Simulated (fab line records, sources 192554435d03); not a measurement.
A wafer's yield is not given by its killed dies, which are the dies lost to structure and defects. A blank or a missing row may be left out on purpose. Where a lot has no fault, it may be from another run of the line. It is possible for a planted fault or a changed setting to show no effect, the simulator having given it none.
Split-lot study + flow n5_finfet + 39 wafers read across 7 lots, on a route 1938 steps long

## ON THE SPLIT
At N5_FIN_SAQP_PECVD_06 (deposits a-Si from SiH4/He, target thk 60 nm, time 48.1 s), the setting time_s was moved away from the recipe's 48.1 s on 15 of the 39 wafers read, by -40.0% to +53.8%. For the rest of the wafers, this setting stayed at what the recipe calls for.

## FROM THE SPLIT TO THE READING: what the file shows between them, 5 steps
- N5_FIN_SAQP_THK_MEAS_07
- N5_FIN_SAQP_HM_DEP_72: deposits SiO2 from SiH4/N2O, target thk 12 nm, time 7.2 s
- N5_FIN_SAQP_COAT_49: time 60 s, resist thk 100 nm
- N5_FIN_SAQP_HM_OPEN_73: chemistry CHF3/O2, target SiO2, stops on a-Si, target depth 12 nm, time 16.8 s
- N5_FIN_SAQP_STRIP_74: strips in CHF3/O2

## THE READING
oes_product_au, in a.u., at N5_FIN_SAQP_MANDREL_ETCH_22 (etches a-Si in HBr/Cl2, stops on SiNx, target depth 60 nm, bt time 10 s, time 30 s). On this fab line, fault-free wafers typically give 0.774 a.u. with a standard deviation of 0.013 a.u.

| wafer  | tool, chamber at the split | time_s as run, s | against the recipe | oes_product_au, a.u. | against lot-mates on the recipe |
|--------|----------------------------|------------------|--------------------|----------------------|---------------------------------|
| L074.1 | pecvd-04, 0                | 48.1             | recipe             | 0.752                | -                               |
| L074.2 | pecvd-04, 2                | 48.1             | recipe             | 0.764                | -                               |
| L074.3 | pecvd-04, 1                | 48.1             | recipe             | 0.768                | -                               |
| L074.4 | pecvd-04, 0                | 57.75            | +20.1%             | 0.867                | +0.106                          |
| L074.5 | pecvd-04, 2                | 57.75            | +20.1%             | 0.887                | +0.126                          |
| L074.6 | pecvd-04, 1                | 57.75            | +20.1%             | 0.876                | +0.115                          |
| L079.2 | pecvd-04, 1                | 48.1             | recipe             | 0.752                | -                               |
| L079.3 | pecvd-04, 2                | 48.1             | recipe             | 0.783                | -                               |
| L079.5 | pecvd-04, 1                | 48.1             | recipe             | 0.775                | -                               |
| L081.1 | pecvd-01, 1                | 34.94            | -27.4%             | 0.647                | -0.133                          |
| L081.2 | pecvd-01, 0,1              | 48.1             | recipe             | 0.767                | -                               |
| L081.3 | pecvd-01, 2                | 34.94            | -27.4%             | 0.638                | -0.142                          |
| L081.4 | pecvd-01, 0,1              | 48.1             | recipe             | 0.783                | -                               |
| L081.5 | pecvd-01, 0                | 34.94            | -27.4%             | 0.647                | -0.133                          |
| L081.6 | pecvd-01, 2                | 48.1             | recipe             | 0.789                | -                               |
| L082.1 | pecvd-02, 1                | 48.1             | recipe             | 0.782                | -                               |
| L082.2 | pecvd-02, 0                | 39.98            | -16.9%             | 0.690                | -0.094                          |
| L082.3 | pecvd-02, 2                | 39.98            | -16.9%             | 0.692                | -0.092                          |
| L082.4 | pecvd-02, 0                | 48.1             | recipe             | 0.782                | -                               |
| L082.5 | pecvd-02, 1                | 39.98            | -16.9%             | 0.714                | -0.070                          |
| L082.6 | pecvd-02, 2                | 48.1             | recipe             | 0.788                | -                               |
| L090.1 | pecvd-02, 1                | 48.1             | recipe             | 0.766                | -                               |
| L090.2 | pecvd-02, 0                | 48.1             | recipe             | 0.775                | -                               |
| L090.3 | pecvd-02, 2                | 48.1             | recipe             | 0.781                | -                               |
| L090.4 | pecvd-02, 1                | 48.1             | recipe             | 0.778                | -                               |
| L090.5 | pecvd-02, 2                | 48.1             | recipe             | 0.768                | -                               |
| L090.6 | pecvd-02, 0                | 48.1             | recipe             | 0.792                | -                               |
| L092.1 | pecvd-01, 2                | 28.85            | -40.0%             | 0.560                | -0.201                          |
| L092.2 | pecvd-01, 1                | 48.1             | recipe             | 0.770                | -                               |
| L092.3 | pecvd-01, 0                | 28.85            | -40.0%             | 0.588                | -0.173                          |
| L092.4 | pecvd-01, 1                | 28.85            | -40.0%             | 0.604                | -0.157                          |
| L092.5 | pecvd-01, 0                | 48.1             | recipe             | 0.749                | -                               |
| L092.6 | pecvd-01, 2                | 48.1             | recipe             | 0.764                | -                               |
| L095.1 | pecvd-02, 1                | 73.98            | +53.8%             | 0.994                | +0.212                          |
| L095.2 | pecvd-02, 0                | 48.1             | recipe             | 0.790                | -                               |
| L095.3 | pecvd-02, 2                | 48.1             | recipe             | 0.774                | -                               |
| L095.4 | pecvd-02, 0                | 48.1             | recipe             | 0.783                | -                               |
| L095.5 | pecvd-02, 2                | 73.98            | +53.8%             | 1.039                | +0.257                          |
| L095.6 | pecvd-02, 1                | 73.98            | +53.8%             | 1.001                | +0.219                          |
Rows listing several chambers each stand for several wafers; the file does not say which wafer went through which chamber.

THE FIT
A straight line over all 39 wafers: oes_product_au changes by +0.00459 a.u. for each +1% of time_s; r = +0.99; the points scatter about the line by 0.014 a.u.
The same after taking each lot's own level away (the mean of its wafers on the recipe; 39 wafers): +0.00453 a.u. for each +1%; r = +0.99; scatter 0.014 a.u.
Per that fit: largest time_s move, reading shift of 0.24 a.u.
From 0.7610 to 0.7840 a.u.: that is the span of the lots' own levels, equal to 1.8 times the standard deviation above.
Hence the lot-to-lot level has little effect on the slope; both slopes agree.
Check: for one of the wafers moved furthest among these (+53.8%), held out of the fit, the line's prediction against its lot-mates is +0.251 a.u. Against them it came out at +0.212 a.u.

## THE WHOLE CHAIN: every reading that the file lists as answering this split, in the file's order
| step                        | what it does                                                                       | reading                                                                           | change (the file's fit)                   | r (the file's) |
|-----------------------------|------------------------------------------------------------------------------------|-----------------------------------------------------------------------------------|-------------------------------------------|----------------|
| N5_FIN_SAQP_PECVD_06        | deposits a-Si from SiH4/He, target thk 60 nm, time 48.1 s                          | a-Si_of_FIN_SAQP_PECVD_06.thk_nm (the simulator's own value, which no gauge read) | +0.621 nm for each +1% of the setting     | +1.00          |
| N5_FIN_SAQP_THK_MEAS_07     |                                                                                    | thk_nm                                                                            | withheld for each +1% of the setting      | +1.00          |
| N5_FIN_SAQP_MANDREL_ETCH_22 | etches a-Si in HBr/Cl2, stops on SiNx, target depth 60 nm, bt time 10 s, time 30 s | oes_product_au                                                                    | +0.00453 a.u. for each +1% of the setting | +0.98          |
| N5_FIN_SAQP_MANDREL_ETCH_22 | etches a-Si in HBr/Cl2, stops on SiNx, target depth 60 nm, bt time 10 s, time 30 s | etch.depth_nm (the simulator's own value, which no gauge read)                    | +0.593 nm for each +1% of the setting     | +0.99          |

## FILE'S OWN FIT
oes_product_au changes by +0.00453 a.u. for each +1% of time_s, r = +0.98.
